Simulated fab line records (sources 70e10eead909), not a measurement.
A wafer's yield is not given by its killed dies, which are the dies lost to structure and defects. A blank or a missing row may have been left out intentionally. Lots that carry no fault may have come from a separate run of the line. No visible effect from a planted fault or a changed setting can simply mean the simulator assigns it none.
Matching of chambers	flow nandHarc	NHARC_P_CONTACT_STRIP_28 on rieDiel-13: 4 sister chambers
The step strips in O2. 4 wafers are shown with their chamber, then 11 later ones without.

## EACH WAFER AND ITS CHAMBER
wafer	chamber	showerheadPlenumPTorr (Torr)
L080.1	3	3.44
L085.1	0	3.75
L084.4	2	3.73
L087.2	1	3.76

## WAFERS WHOSE CHAMBER IS MISSING
wafer	showerheadPlenumPTorr (Torr)
L087.3	3.44
L087.6	3.73
L090.1	3.75
L090.4	3.76
L090.6	3.76
L092.1	3.43
L092.4	3.75
L092.6	3.76
L095.2	3.76
L095.3	3.73
L095.5	3.76

## EACH ONE'S CHAMBER
wafer	from the rows above	in truth
L087.3	3	3
L087.6	2	2
L090.1	0	0
L090.4	1	1
L090.6	1	1
L092.1	3	3
L092.4	0	0
L092.6	1	1
L095.2	1	1
L095.3	2	2
L095.5	1	1
Placed correctly: 11 of 11. Number that these rows cannot place: 0. 0 placed wrongly.
How it was worked out, from the rows above alone: a wafer's distance from a chamber is the root of the sum, over the readings, of the square of ((its reading less the chamber's mean) divided by the reading's scatter). If the next closest chamber is less than 2 further off than the closest, the wafer can't be placed; otherwise it belongs to the closest. Each chamber's mean is taken over the wafers shown for it. The scatter: root of mean squared gap, hidden wafer to nearest shown wafer, with one shown wafer a chamber.
